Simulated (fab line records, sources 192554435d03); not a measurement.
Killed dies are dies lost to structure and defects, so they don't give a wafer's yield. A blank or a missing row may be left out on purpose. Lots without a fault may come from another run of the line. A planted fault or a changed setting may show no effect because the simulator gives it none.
fab line records | flow n5_finfet
record lots=5 wafers=15 last_day=18
route steps=1938 shown BEOL_M0@730 BEOL_M1@751
lots that met no fault: from a run of the same line without faults
start_h: hours from the record's first day to the start of the lot's first wafer shown | wait_h: hours since the lot's step before | " the same as in the row above | L1.1+2: a row that stands for several wafers | - no value, or no start given | * or withheld: withheld | < > ~ a bound
route shown NAME@n: a module of which the file shows steps, and the number in the route of the first | usual: mean/standard deviation of fault-free wafers | same: alike in all rows | chamber/n: place in a boat | sites: the reading at each site | _std_site: their standard deviation | _edge_site: outer sites' mean less inner sites' | radius_mm: how far each site lies from the wafer's centre | mask NAME#n: copy n | behind: the tool/chamber that last shaped the wafer | hold: why the lot was held/for how many hours/how that ended | device: the transistor (n, p or np) that didn't switch | end of line: the same wafers' tests at the end of the route | a step without rows: its recipe alone | killed: dies lost to structure and defects at the first sort, not the wafer's yield | map: a wafer's dies, x killed, . not, _ none there
set.NAME: the setting as run; set.NAME@STEP: as run at that earlier step | model.NAME: the simulator's own value behind a step, which no gauge read
lots at some steps of the route; a table a step, a row a wafer
services: from which hour (start_h, from the record's first day; less than 0 if before it) a tool's chamber was out of use, for how many hours, and why
## steps
# step N5_BEOL_M0_PRE_CLEAN_113
# recipe gas=H2/He time_s=30 temp_c=250
# usual heater_power_w=329/35
# columns lot.wafer tool chamber start_h wait_h heater_power_w
L078.2 pvd_sputter-01 - 145.81 0.0 291
L078.3 " - " " 348
L078.4 " - " " 315
L084.1 pvd_sputter-02 - 172.12 0.0 288
L084.2 " - " " 336
L084.3 " - " " 361
L085.1 pvd_sputter-01 - 184.21 0.0 379
L085.3 " - " " 359
L085.4 " - " " 322
L087.1 pvd_sputter-01 - 194.89 0.0 320
L087.2 " - " " 352
L087.3 " - " " 296
L093.1 pvd_sputter-03 - 229.81 0.0 296
L093.5 " - " " 292
L093.6 " - " " 357
# step N5_BEOL_M0_ALD_136
# recipe material=TaN target_thk_a=* temp_c=275 ald_precursor_family=PDMAT ald_co_reactant=NH3 pressure_torr=3 carrier_flow_sccm=1500 pulse_time_s=2 purge_time_s=3 co_reactant_purge_time_s=2 co_reactant_pulse_time_s=3 ald_cycles=30 precursor_vessel_temp_c=75 precursor_vessel_pressure_torr=26.25 precursor_vessel_carrier_sccm=1000
# usual heater_power_outer_w=235/29 heater_power_w=421/43
# columns lot.wafer tool chamber start_h wait_h heater_power_outer_w heater_power_w
L078.2 ald_metal-01 1 145.90 0.1 235 410
L078.3 " 2 " " 215 410
L078.4 " 0 " " 248 479
L084.1 ald_metal-03 0 172.41 0.3 198 353
L084.2 " 3 " " 305 494
L084.3 " 2 " " 238 422
L085.1 ald_metal-04 3 184.27 0.0 210 383
L085.3 " 1 " " 215 378
L085.4 " 0 " " 258 455
L087.1 ald_metal-03 3 194.99 0.1 303 523
L087.2 " 2 " " 230 426
L087.3 " 0 " " 193 349
L093.1 ald_metal-03 0 229.89 0.1 201 349
L093.5 " 1 " " 210 381
L093.6 " 2 " " 228 430
# step N5_BEOL_M0_SURFACE_TREAT_137
# recipe gas=Ar time_s=* ion_energy_ev=* ion_current_ma_cm2=0.5 pressure_mtorr=* ar_flow_sccm=30
# usual throttle_valve_pct=*
# columns lot.wafer tool chamber start_h wait_h throttle_valve_pct
L078.2 pvd_sputter-02 - 146.14 0.1 *
L078.3 " - " " *
L078.4 " - " " *
L084.1 pvd_sputter-03 - 173.95 1.4 *
L084.2 " - " " *
L084.3 " - " " *
L085.1 pvd_sputter-02 - 184.49 0.1 *
L085.3 " - " " *
L085.4 " - " " *
L087.1 pvd_sputter-01 - 195.28 0.2 *
L087.2 " - " " *
L087.3 " - " " *
L093.1 pvd_sputter-03 - 230.21 0.2 *
L093.5 " - " " *
L093.6 " - " " *
# step N5_BEOL_M0_CVD_115
# recipe material=Co target_thk_a=* temp_c=withheld precursor=CCTBA/H2 pressure_torr=30 time_s=120
# columns lot.wafer tool chamber start_h wait_h
L078.2+3+4 cvd_co-02 2,0,2 146.21 0.1
L084.1+2+3 cvd_co-01 0,2,1 174.02 0.0
L085.1+3+4 cvd_co-01 0,2,1 184.61 0.1
L087.1+2+3 cvd_co-01 1,2,0 195.57 0.3
L093.1+5+6 cvd_co-01 2,0,2 230.33 0.1
# step N5_BEOL_M0_SPUTTER_116
# recipe material=Cu target_thk_a=40 temp_c=-20 chamber_pressure_pa=0.07 power_w=withheld time_s=7.37
# usual chuck_sensor_temp_C=-15.9/0.46 throttle_valve_pct=30.2/1.2
# columns lot.wafer tool chamber start_h wait_h chuck_sensor_temp_C throttle_valve_pct
L078.2 pvd_sputter-01 - 146.39 0.1 -16.0 31.0
L078.3 " - " " -16.2 32.0
L078.4 " - " " -16.0 30.9
L084.1 pvd_sputter-03 - 174.19 0.1 -15.7 27.8
L084.2 " - " " -15.3 30.2
L084.3 " - " " -16.0 30.9
L085.1 pvd_sputter-03 - 184.71 0.1 -16.1 30.9
L085.3 " - " " -15.4 28.1
L085.4 " - " " -15.3 30.2
L087.1 pvd_sputter-03 - 196.89 1.3 -15.4 30.0
L087.2 " - " " -16.5 31.2
L087.3 " - " " -15.6 27.8
L093.1 pvd_sputter-02 - 230.66 0.3 -16.4 30.9
L093.5 " - " " -16.3 30.9
L093.6 " - " " -16.8 28.3
# step N5_BEOL_M0_ANNEAL_117
# recipe temp_c=400 time_s=60 ambient=vacuum
# usual heater_power_w=807/84 susceptor_temp_C_max=400.9/0.35
# columns lot.wafer tool chamber start_h wait_h heater_power_w susceptor_temp_C_max
L078.2 pvd_sputter-01 - 146.47 0.0 887 400.9
L078.3 " - " " 947 400.9
L078.4 " - " " 801 400.7
L084.1 pvd_sputter-03 - 174.27 0.0 879 400.5
L084.2 " - " " 743 401.0
L084.3 " - " " 840 400.8
L085.1 pvd_sputter-03 - 184.79 0.0 825 400.3
L085.3 " - " " 870 401.0
L085.4 " - " " 725 401.0
L087.1 pvd_sputter-03 - 196.97 0.0 735 401.7
L087.2 " - " " 681 400.6
L087.3 " - " " 899 401.1
L093.1 pvd_sputter-02 - 230.74 0.0 870 400.2
L093.5 " - " " 872 400.7
L093.6 " - " " 852 401.0
# step N5_BEOL_M0_SPUTTER_132
# recipe material=Cu target_thk_a=40 temp_c=-20 chamber_pressure_pa=0.07 power_w=withheld time_s=7.37
# usual chuck_sensor_temp_C=-15.9/0.46 throttle_valve_pct=30.2/1.2
# columns lot.wafer tool chamber start_h wait_h chuck_sensor_temp_C throttle_valve_pct
L078.2 pvd_sputter-01 - 146.51 0.0 -15.9 31.2
L078.3 " - " " -16.3 32.0
L078.4 " - " " -16.0 31.0
L084.1 pvd_sputter-03 - 174.31 0.0 -15.7 28.0
L084.2 " - " " -15.6 30.3
L084.3 " - " " -16.0 30.7
L085.1 pvd_sputter-03 - 184.83 0.0 -16.0 30.7
L085.3 " - " " -15.6 27.9
L085.4 " - " " -15.4 30.2
L087.1 pvd_sputter-03 - 197.01 0.0 -15.4 30.2
L087.2 " - " " -16.6 31.0
L087.3 " - " " -15.6 27.8
L093.1 pvd_sputter-02 - 230.78 0.0 -16.5 31.1
L093.5 " - " " -16.3 30.9
L093.6 " - " " -16.8 28.4
# step N5_BEOL_M0_ANNEAL_133
# recipe temp_c=400 time_s=60 ambient=vacuum
# usual heater_power_w=807/84 susceptor_temp_C_max=400.9/0.4
# columns lot.wafer tool chamber start_h wait_h heater_power_w susceptor_temp_C_max
L078.2 pvd_sputter-01 - 146.59 0.0 889 401.2
L078.3 " - " " 961 401.0
L078.4 " - " " 788 401.5
L084.1 pvd_sputter-03 - 174.39 0.0 894 400.7
L084.2 " - " " 743 400.7
L084.3 " - " " 844 400.5
L085.1 pvd_sputter-03 - 184.91 0.0 850 400.7
L085.3 " - " " 899 401.1
L085.4 " - " " 749 401.1
L087.1 pvd_sputter-03 - 197.09 0.0 751 401.3
L087.2 " - " " 672 400.7
L087.3 " - " " 894 400.5
L093.1 pvd_sputter-02 - 230.86 0.0 881 401.3
L093.5 " - " " 867 400.9
L093.6 " - " " 839 401.4
# step N5_BEOL_M0_SPUTTER_134
# recipe material=Cu target_thk_a=40 temp_c=-20 chamber_pressure_pa=0.07 power_w=withheld time_s=7.37
# usual chuck_sensor_temp_C=-15.9/0.45 throttle_valve_pct=30.2/1.2
# columns lot.wafer tool chamber start_h wait_h chuck_sensor_temp_C throttle_valve_pct
L078.2 pvd_sputter-01 - 146.63 0.0 -16.2 31.4
L078.3 " - " " -16.2 31.9
L078.4 " - " " -16.0 30.6
L084.1 pvd_sputter-03 - 174.43 0.0 -15.7 27.9
L084.2 " - " " -15.6 29.9
L084.3 " - " " -16.0 30.8
L085.1 pvd_sputter-03 - 184.95 0.0 -15.9 30.9
L085.3 " - " " -15.6 28.1
L085.4 " - " " -15.4 30.2
L087.1 pvd_sputter-03 - 197.13 0.0 -15.4 30.1
L087.2 " - " " -16.5 31.2
L087.3 " - " " -15.6 27.9
L093.1 pvd_sputter-02 - 230.90 0.0 -16.5 31.0
L093.5 " - " " -16.4 30.9
L093.6 " - " " -16.7 28.4
# step N5_BEOL_M0_ANNEAL_135
# recipe temp_c=400 time_s=60 ambient=vacuum
# usual heater_power_w=807/86 susceptor_temp_C_max=400.9/0.4
# columns lot.wafer tool chamber start_h wait_h heater_power_w susceptor_temp_C_max
L078.2 pvd_sputter-01 - 146.71 0.0 859 400.9
L078.3 " - " " 981 401.2
L078.4 " - " " 800 401.2
L084.1 pvd_sputter-03 - 174.51 0.0 873 400.8
L084.2 " - " " 751 401.7
L084.3 " - " " 846 400.5
L085.1 pvd_sputter-03 - 185.03 0.0 845 400.7
L085.3 " - " " 879 401.0
L085.4 " - " " 731 401.4
L087.1 pvd_sputter-03 - 197.21 0.0 743 401.2
L087.2 " - " " 672 400.7
L087.3 " - " " 892 401.1
L093.1 pvd_sputter-02 - 230.98 0.0 874 400.6
L093.5 " - " " 857 400.6
L093.6 " - " " 872 401.4
# step N5_BEOL_M0_SPUTTER_141
# recipe material=Cu target_thk_a=40 temp_c=-20 chamber_pressure_pa=0.07 power_w=withheld time_s=7.37
# usual chuck_sensor_temp_C=-16.0/0.47 throttle_valve_pct=30.2/1.2
# columns lot.wafer tool chamber start_h wait_h chuck_sensor_temp_C throttle_valve_pct
L078.2 pvd_sputter-01 - 146.75 0.0 -16.0 31.3
L078.3 " - " " -16.2 32.2
L078.4 " - " " -16.0 30.6
L084.1 pvd_sputter-03 - 174.55 0.0 -15.5 28.1
L084.2 " - " " -15.4 30.0
L084.3 " - " " -16.0 30.7
L085.1 pvd_sputter-03 - 185.07 0.0 -16.0 30.9
L085.3 " - " " -15.6 27.9
L085.4 " - " " -15.3 30.4
L087.1 pvd_sputter-03 - 197.25 0.0 -15.4 30.0
L087.2 " - " " -16.5 31.2
L087.3 " - " " -15.6 27.8
L093.1 pvd_sputter-02 - 231.02 0.0 -16.3 30.7
L093.5 " - " " -16.5 31.4
L093.6 " - " " -16.7 28.8
# step N5_BEOL_M0_ECD_118
# recipe material=Cu target_thk_a=3000
# columns lot.wafer tool chamber start_h wait_h
L078.2+3+4 ecd_cu-01 1,1,0 146.87 0.1
L084.1+2+3 ecd_cu-01 1,0,0 174.67 0.1
L085.1+3+4 ecd_cu-02 0,1,0 185.19 0.1
L087.1+2+3 ecd_cu-01 1,0,0 197.36 0.1
L093.1+5+6 ecd_cu-02 0,1,0 231.13 0.1
# step N5_BEOL_M0_ANNEAL_119
# recipe temp_c=225 time_s=90 ambient=N2
# usual wafer_temp_C_max=226.40/0.3
# columns lot.wafer tool chamber start_h wait_h wafer_temp_C_max
L078.2 rtp_anneal-02 0 147.25 0.4 226.66
L078.3 " 0 " " 226.32
L078.4 " 0 " " 226.23
L084.1 rtp_anneal-01 0 174.74 0.1 226.32
L084.2 " 0 " " 226.28
L084.3 " 0 " " 226.37
L085.1 rtp_anneal-02 0 185.27 0.1 226.06
L085.3 " 0 " " 226.54
L085.4 " 0 " " 226.31
L087.1 rtp_anneal-02 0 197.44 0.1 226.19
L087.2 " 0 " " 226.13
L087.3 " 0 " " 226.58
L093.1 rtp_anneal-01 0 231.21 0.1 226.59
L093.5 " 0 " " 226.07
L093.6 " 0 " " 226.35
# step N5_BEOL_M0_CMP_120
# recipe stop_on=SiOC t_overpolish_s=6.9 down_force_psi=1 platen_rpm=50 clearing_platen_down_force_psi=1.5 clearing_platen_rpm=50 post_cmp_clean=cu_alkaline clearing_platen_pad_velocity_m_s=0.99484 pad_velocity_m_s=0.99484
# usual barrier_field_endpoint_s=3.60/0.12 motor_current_A=6.0/0.86 overpolish_run_s=6.900/0.0093 time_to_endpoint_s=62/3.4
# columns lot.wafer tool chamber start_h wait_h barrier_field_endpoint_s motor_current_A overpolish_run_s time_to_endpoint_s
L078.3 cmp-04 0 147.60 0.3 3.60 4.9 6.902 59
L078.2 " 1 " " 3.63 5.8 6.913 57
L078.4 " 2 " " 3.61 5.9 6.903 57
L084.2 cmp-04 2 175.04 0.2 3.51 5.7 6.907 61
L084.1 " 0 " " 3.56 5.1 6.914 66
L084.3 " 1 " " 3.58 6.0 6.880 65
L085.1 cmp-02 0 185.60 0.3 3.44 6.9 6.902 57
L085.3 " 1 " " 3.71 5.4 6.906 63
L085.4 " 2 " " 3.76 6.8 6.887 67
L087.1 cmp-02 3 197.74 0.3 3.56 7.4 6.917 65
L087.2 " 0 " " 3.40 7.1 6.888 61
L087.3 " 2 " " 3.58 6.7 6.897 67
L093.1 cmp-01 0 231.55 0.3 3.71 6.1 6.886 64
L093.5 " 3 " " 3.85 6.2 6.887 70
L093.6 " 0 " " 3.70 6.0 6.888 67
# step N5_BEOL_M0_PRE_CLEAN_131
# recipe gas=NH3/H2 time_s=15 temp_c=* rf_power_w=300
# usual heater_power_outer_w=18/9.5 heater_power_w=81/15
# columns lot.wafer tool chamber start_h wait_h heater_power_outer_w heater_power_w
L078.2 cvd_co-01 1 147.93 0.0 36 115
L078.3 " 2 " " 5 69
L078.4 " 1 " " 37 116
L084.1 cvd_co-02 1 175.50 0.2 19 81
L084.2 " 0 " " 16 69
L084.3 " 2 " " 20 79
L085.1 cvd_co-02 1 185.90 0.0 19 80
L085.3 " 1 " " 19 79
L085.4 " 2 " " 21 79
L087.1 cvd_co-01 0 198.08 0.0 11 77
L087.2 " 2 " " 5 69
L087.3 " 1 " " 37 113
L093.1 cvd_co-02 2 231.84 0.0 20 79
L093.5 " 0 " " 17 70
L093.6 " 2 " " 21 79
# step N5_BEOL_M0_CO_CAP_123
# recipe material=Co target_thk_a=20 temp_c=200 precursor=CCTBA/H2 pressure_torr=30 time_s=102.1
# usual heater_power_outer_w=121/12 heater_power_w=231/18
# columns lot.wafer tool chamber start_h wait_h heater_power_outer_w heater_power_w
L078.2 cvd_co-01 1 147.97 0.0 142 270
L078.3 " 2 " " 104 211
L078.4 " 1 " " 147 273
L084.1 cvd_co-02 1 175.54 0.0 119 227
L084.2 " 0 " " 122 221
L084.3 " 2 " " 124 233
L085.1 cvd_co-02 1 185.96 0.0 119 228
L085.3 " 1 " " 124 224
L085.4 " 2 " " 125 220
L087.1 cvd_co-01 0 198.12 0.0 112 219
L087.2 " 2 " " 104 223
L087.3 " 1 " " 149 270
L093.1 cvd_co-02 2 231.88 0.0 124 227
L093.5 " 0 " " 118 221
L093.6 " 2 " " 126 225
# step N5_BEOL_M0_PRE_CLEAN_124
# recipe gas=NH3 time_s=15 temp_c=withheld rf_power_w=300
# columns lot.wafer tool chamber start_h wait_h
L078.2+3+4 pecvd-01 1,2,0 148.06 0.1
L084.1+2+3 pecvd-01 0,1,2 175.63 0.1
L085.1+3+4 pecvd-01 0,1,0 186.08 0.1
L087.1+2+3 pecvd-04 0,1,2 198.21 0.1
L093.1+5+6 pecvd-03 2,2,1 231.98 0.1
# step N5_BEOL_M0_DEP_125
# recipe material=SiCN target_thk_a=80 temp_c=withheld precursor=3MS/NH3 pressure_torr=3 rf_w=202 time_s=14
# usual showerhead_plenum_p_Torr=3.658/0.011 throttle_valve_pct=9.1/0.42
# columns lot.wafer tool chamber start_h wait_h showerhead_plenum_p_Torr throttle_valve_pct
L078.2 pecvd-01 1 148.09 0.0 3.659 9.4
L078.3 " 2 " " 3.658 8.8
L078.4 " 0 " " 3.652 9.2
L084.1 pecvd-01 0 175.65 0.0 3.654 9.4
L084.2 " 1 " " 3.656 9.4
L084.3 " 2 " " 3.645 8.9
L085.1 pecvd-01 0 186.12 0.0 3.656 9.1
L085.3 " 1 " " 3.651 9.4
L085.4 " 0 " " 3.660 9.4
L087.1 pecvd-04 0 198.24 0.0 3.653 8.9
L087.2 " 1 " " 3.655 8.8
L087.3 " 2 " " 3.656 10.0
L093.1 pecvd-03 2 232.00 0.0 3.676 8.3
L093.5 " 2 " " 3.673 8.0
L093.6 " 1 " " 3.644 9.7
# step N5_BEOL_M0_RS_MEAS_126
# recipe thk_meas_gauge=four-point-probe reads=Co_of_BEOL_M0_CO_CAP_123+Cu_of_BEOL_M0_ECD_118+Co_of_BEOL_M0_CVD_115+TaN_of_BEOL_M0_ALD_136
# usual M0_RS=0.534/0.017
# columns lot.wafer tool chamber start_h wait_h M0_RS[ohm/sq]
L078.2 film_metro-02 - 148.15 0.1 0.514
L078.3 " - " " 0.508
L078.4 " - " " 0.512
L084.1 film_metro-02 - 175.72 0.0 0.546
L084.2 " - " " 0.545
L084.3 " - " " 0.534
L085.1 film_metro-01 - 186.21 0.1 0.544
L085.3 " - " " 0.545
L085.4 " - " " 0.509
L087.1 film_metro-01 - 198.30 0.0 0.556
L087.2 " - " " 0.556
L087.3 " - " " 0.534
L093.1 film_metro-01 - 232.07 0.0 0.535
L093.5 " - " " 0.503
L093.6 " - " " 0.511
# step N5_BEOL_M0_INSPECT_127
# recipe inspect_instrument=darkfield mode=post_dep
# usual raw_defect_count=73/22
# columns lot.wafer tool chamber start_h wait_h raw_defect_count
L078.2 defect_inspect-02 - 148.18 0.0 101
L078.3 " - " " 41
L078.4 " - " " 78
L084.1 defect_inspect-01 - 175.74 0.0 61
L084.2 " - " " 66
L084.3 " - " " 59
L085.1 defect_inspect-01 - 186.23 0.0 42
L085.3 " - " " 74
L085.4 " - " " 80
L087.1 defect_inspect-01 - 198.33 0.0 63
L087.2 " - " " 149
L087.3 " - " " 104
L093.1 defect_inspect-01 - 232.09 0.0 80
L093.5 " - " " 68
L093.6 " - " " 88
# step N5_BEOL_M1_ILD_DEP_00
# recipe material=SiOC target_thk_a=790 temp_c=350 precursor=DEMS/O2 pressure_torr=5 rf_w=500 time_s=15.3
# usual heater_power_outer_w=260/41 heater_power_w=497/63 showerhead_plenum_p_Torr=5.695/0.016 throttle_valve_pct=12.1/0.73
# columns lot.wafer tool chamber start_h wait_h heater_power_outer_w heater_power_w showerhead_plenum_p_Torr throttle_valve_pct
L078.2 pecvd-02 1 148.22 0.0 372 617 5.707 11.9
L078.3 " 0 " " 311 581 5.711 11.8
L078.4 " 2 " " 242 489 5.688 11.6
L084.1 pecvd-03 2 175.78 0.0 313 612 5.709 10.5
L084.2 " 0 " " 259 496 5.714 12.7
L084.3 " 1 " " 271 502 5.688 12.7
L085.1 pecvd-03 2 186.27 0.0 271 550 5.703 10.8
L085.3 " 0 " " 298 546 5.714 12.8
L085.4 " 0 " " 211 436 5.710 12.8
L087.1 pecvd-02 1 198.37 0.0 319 581 5.707 11.8
L087.2 " 2 " " 223 454 5.695 11.6
L087.3 " 0 " " 298 573 5.721 11.7
L093.1 pecvd-03 2 232.13 0.0 309 614 5.700 10.6
L093.5 " 0 " " 257 491 5.706 13.0
L093.6 " 1 " " 241 448 5.670 12.5
# step N5_BEOL_M1_THK_MEAS_01
# recipe reads=SiOC_of_BEOL_M1_ILD_DEP_00
# usual M1_ILD_THK=78.7/1
# columns lot.wafer tool chamber start_h wait_h M1_ILD_THK[nm]
L078.2 film_metro-01 - 148.28 0.1 78.6
L078.3 " - " " 77.9
L078.4 " - " " 79.8
L084.1 film_metro-01 - 175.85 0.0 78.6
L084.2 " - " " 79.5
L084.3 " - " " 77.7
L085.1 film_metro-02 - 186.34 0.0 78.4
L085.3 " - " " 78.5
L085.4 " - " " 79.4
L087.1 film_metro-01 - 198.43 0.0 77.3
L087.2 " - " " 77.5
L087.3 " - " " 78.1
L093.1 film_metro-01 - 232.20 0.0 77.1
L093.5 " - " " 77.9
L093.6 " - " " 77.9
# step N5_BEOL_M1_PECVD_72
# recipe material=SiO2 target_thk_a=160 temp_c=400 precursor=TEOS/O2 pressure_torr=5.5 rf_w=450 teos_flow_sccm=53.8 gas=O2 flow_sccm=3000 time_s=18
# usual heater_power_outer_w=424/65 heater_power_w=728/90 showerhead_plenum_p_Torr=8.80/0.066 throttle_valve_pct=22.5/1.1
# columns lot.wafer tool chamber start_h wait_h heater_power_outer_w heater_power_w showerhead_plenum_p_Torr throttle_valve_pct
L078.2 pecvd-03 2 148.32 0.0 376 740 8.82 19.7
L078.3 " 0 " " 421 731 8.87 23.6
L078.4 " 2 " " 378 725 8.85 19.7
L084.1 pecvd-04 1 175.89 0.0 347 678 8.75 22.9
L084.2 " 2 " " 429 692 8.77 24.4
L084.3 " 0 " " 378 613 8.73 22.1
L085.1 pecvd-03 0 186.37 0.0 462 797 8.88 23.5
L085.3 " 2 " " 368 719 8.82 20.1
L085.4 " 1 " " 364 614 8.67 23.8
L087.1 pecvd-02 2 198.47 0.0 383 693 8.78 21.8
L087.2 " 0 " " 428 764 8.90 22.3
L087.3 " 1 " " 479 781 8.82 22.4
L093.1 pecvd-04 2 232.24 0.0 355 582 8.71 22.2
L093.5 " 2 " " 351 595 8.73 22.3
L093.6 " 1 " " 356 677 8.76 23.1
# step N5_BEOL_M1_HM_DEP_02
# recipe material=TiN target_thk_a=200 temp_c=25 chamber_pressure_pa=0.49996
# usual throttle_valve_pct=30.3/1.2
# columns lot.wafer tool chamber start_h wait_h throttle_valve_pct
L078.2 pvd_sputter-01 - 149.45 1.1 30.6
L078.3 " - " " 31.2
L078.4 " - " " 30.8
L084.1 pvd_sputter-01 - 177.68 1.8 31.2
L084.2 " - " " 32.1
L084.3 " - " " 31.0
L085.1 pvd_sputter-02 - 187.45 1.1 29.4
L085.3 " - " " 30.2
L085.4 " - " " 31.3
L087.1 pvd_sputter-01 - 199.12 0.6 30.7
L087.2 " - " " 32.0
L087.3 " - " " 30.8
L093.1 pvd_sputter-03 - 232.65 0.4 29.9
L093.5 " - " " 27.7
L093.6 " - " " 30.5
# step N5_BEOL_M1_COAT_61
# recipe resist=SOC temp_c=250 time_s=60 spin_rpm=1500 resist_thk_nm=60
# usual resist_line_temp_C=23.02/0.1
# columns lot.wafer tool chamber start_h wait_h resist_line_temp_C
L078.2 litho_track-01 0 149.58 0.1 22.98
L078.3 " 0 " " 23.06
L078.4 " 0 " " 22.97
L084.1 litho_track-04 0 177.81 0.1 22.99
L084.2 " 0 " " 22.94
L084.3 " 0 " " 22.85
L085.1 litho_track-03 0 187.58 0.1 23.14
L085.3 " 0 " " 22.93
L085.4 " 0 " " 22.99
L087.1 litho_track-03 0 199.24 0.1 23.13
L087.2 " 0 " " 23.19
L087.3 " 0 " " 23.04
L093.1 litho_track-04 0 232.77 0.1 23.02
L093.5 " 0 " " 23.05
L093.6 " 0 " " 23.02
# step N5_BEOL_M1_COAT_62
# recipe resist=SiARC temp_c=220 time_s=60 spin_rpm=1500 resist_thk_nm=12
# usual resist_line_temp_C=22.98/0.092
# columns lot.wafer tool chamber start_h wait_h resist_line_temp_C
L078.2 litho_track-01 0 - - 23.01
L078.3 " 0 " " 23.10
L078.4 " 0 " " 23.11
L084.1 litho_track-04 0 - - 22.82
L084.2 " 0 " " 22.87
L084.3 " 0 " " 22.96
L085.1 litho_track-03 0 - - 23.18
L085.3 " 0 " " 22.99
L085.4 " 0 " " 23.01
L087.1 litho_track-03 0 - - 22.96
L087.2 " 0 " " 23.20
L087.3 " 0 " " 22.98
L093.1 litho_track-04 0 - - 23.00
L093.5 " 0 " " 23.06
L093.6 " 0 " " 23.02
# step N5_BEOL_M1_COAT_73
# recipe resist=underlayer temp_c=205 time_s=60 spin_rpm=1500 resist_thk_nm=5
# usual resist_line_temp_C=23.01/0.11
# columns lot.wafer tool chamber start_h wait_h resist_line_temp_C
L078.2 litho_track-01 0 - - 22.92
L078.3 " 0 " " 22.94
L078.4 " 0 " " 22.95
L084.1 litho_track-04 0 - - 23.02
L084.2 " 0 " " 23.04
L084.3 " 0 " " 23.08
L085.1 litho_track-03 0 - - 23.22
L085.3 " 0 " " 23.17
L085.4 " 0 " " 23.34
L087.1 litho_track-03 0 - - 22.90
L087.2 " 0 " " 23.08
L087.3 " 0 " " 23.06
L093.1 litho_track-04 0 - - 22.87
L093.5 " 0 " " 22.92
L093.6 " 0 " " 22.89
# step N5_BEOL_M1_COAT_05
# recipe resist=CAR-EUV spin_rpm=1500 resist_thk_nm=30
# usual resist_line_temp_C=22.99/0.1
# columns lot.wafer tool chamber start_h wait_h resist_line_temp_C
L078.2 litho_track-01 0 - - 22.83
L078.3 " 0 " " 22.92
L078.4 " 0 " " 22.97
L084.1 litho_track-04 0 - - 22.77
L084.2 " 0 " " 22.74
L084.3 " 0 " " 22.93
L085.1 litho_track-03 0 - - 23.06
L085.3 " 0 " " 23.02
L085.4 " 0 " " 22.98
L087.1 litho_track-03 0 - - 23.08
L087.2 " 0 " " 22.98
L087.3 " 0 " " 23.01
L093.1 litho_track-04 0 - - 22.99
L093.5 " 0 " " 22.98
L093.6 " 0 " " 23.07
# step N5_BEOL_M1_EBR_07
# recipe solvent=PGMEA ebr_width_mm=1.5
# usual resist_line_temp_C=23.01/0.11
# columns lot.wafer tool chamber start_h wait_h resist_line_temp_C
L078.2 litho_track-01 0 - - 22.88
L078.3 " 0 " " 23.09
L078.4 " 0 " " 23.16
L084.1 litho_track-04 0 - - 22.92
L084.2 " 0 " " 23.06
L084.3 " 0 " " 22.98
L085.1 litho_track-03 0 - - 22.80
L085.3 " 0 " " 22.99
L085.4 " 0 " " 22.75
L087.1 litho_track-03 0 - - 23.06
L087.2 " 0 " " 22.95
L087.3 " 0 " " 23.06
L093.1 litho_track-04 0 - - 23.00
L093.5 " 0 " " 22.95
L093.6 " 0 " " 23.14
# step N5_BEOL_M1_SOFTBAKE_06
# recipe temp_c=110 time_s=60 resist=CAR-EUV
# usual resist_line_temp_C=23.01/0.099
# columns lot.wafer tool chamber start_h wait_h resist_line_temp_C
L078.2 litho_track-01 0 - - 23.11
L078.3 " 0 " " 22.84
L078.4 " 0 " " 23.02
L084.1 litho_track-04 0 - - 23.05
L084.2 " 0 " " 23.02
L084.3 " 0 " " 22.85
L085.1 litho_track-03 0 - - 23.04
L085.3 " 0 " " 23.14
L085.4 " 0 " " 23.02
L087.1 litho_track-03 0 - - 22.90
L087.2 " 0 " " 22.85
L087.3 " 0 " " 22.94
L093.1 litho_track-04 0 - - 22.88
L093.5 " 0 " " 23.06
L093.6 " 0 " " 23.05
# step N5_BEOL_M1_EXPOSE_08
# recipe mask_id=M1 na=0.33 source_shape=dipole sigma_inner=0.369 sigma_outer=0.767 polarization=unpolarized dose_mj=33
# columns lot.wafer tool chamber start_h wait_h mask
L078.2+3+4 euv_scanner-02 0 149.75 - M1#0
L084.1+2+3 euv_scanner-01 0 177.94 - M1#0
L085.1+3+4 euv_scanner-02 0 187.84 - M1#0
L087.1+2+3 euv_scanner-02 0 199.43 - M1#0
L093.1+5+6 euv_scanner-01 0 232.91 - M1#0
# step N5_BEOL_M1_PEB_09
# recipe peb_temp_c=100 peb_time_s=60 resist=CAR-EUV
# usual resist_line_temp_C=23.01/0.11
# columns lot.wafer tool chamber start_h wait_h resist_line_temp_C
L078.2 litho_track-01 0 149.80 0.0 23.00
L078.3 " 0 " " 22.95
L078.4 " 0 " " 22.86
L084.1 litho_track-04 0 178.00 0.1 22.84
L084.2 " 0 " " 22.93
L084.3 " 0 " " 22.84
L085.1 litho_track-03 0 187.90 0.1 23.23
L085.3 " 0 " " 23.08
L085.4 " 0 " " 23.27
L087.1 litho_track-04 0 199.49 0.1 23.18
L087.2 " 0 " " 23.05
L087.3 " 0 " " 23.21
L093.1 litho_track-04 0 232.97 0.1 22.96
L093.5 " 0 " " 22.99
L093.6 " 0 " " 23.01
# step N5_BEOL_M1_DEVELOP_10
# recipe develop_time_s=30 developer=TMAH resist=CAR-EUV rinse_liquid=surfactant_rinse dry=air_spin dev_temp_c=23
# usual resist_line_temp_C=23.04/0.11
# columns lot.wafer tool chamber start_h wait_h resist_line_temp_C
L078.2 litho_track-01 0 - - 23.13
L078.3 " 0 " " 22.99
L078.4 " 0 " " 23.11
L084.1 litho_track-04 0 - - 23.05
L084.2 " 0 " " 23.00
L084.3 " 0 " " 23.03
L085.1 litho_track-03 0 - - 23.01
L085.3 " 0 " " 23.17
L085.4 " 0 " " 23.13
L087.1 litho_track-04 0 - - 23.01
L087.2 " 0 " " 22.78
L087.3 " 0 " " 22.88
L093.1 litho_track-04 0 - - 23.11
L093.5 " 0 " " 22.85
L093.6 " 0 " " 22.88
## services
# columns tool chamber start_h hours kind
cvd_co-02 1 129.48 16.5 repair
euv_scanner-01 - 131.41 1.0 pm
cmp-04 - 132.61 6.9 pm
pecvd-04 1 134.98 10.8 repair
ald_metal-03 - 137.82 8.7 pm
euv_scanner-02 - 144.07 4.6 pm
cmp-04 - 144.08 2.5 repair
pvd_sputter-03 - 148.55 9.3 repair
ecd_cu-01 - 153.04 0.9 repair
pecvd-01 0 158.21 4.7 repair
cmp-02 - 160.67 2.1 repair
euv_scanner-02 - 174.25 1.0 pm
pecvd-01 2 180.45 5.6 repair
cvd_co-02 0 182.36 12.1 repair
ecd_cu-02 - 185.42 0.4 repair
euv_scanner-01 - 187.56 1.0 pm
cvd_co-02 1 191.54 13.6 repair
euv_scanner-02 - 193.41 1.2 repair
euv_scanner-01 - 198.82 4.6 pm
pecvd-02 0 203.83 5.4 repair
pecvd-04 1 208.68 11.0 repair
cvd_co-01 - 221.68 4.6 repair
pecvd-04 1 225.93 2.8 repair
euv_scanner-02 - 230.40 1.0 pm
## key
fault none
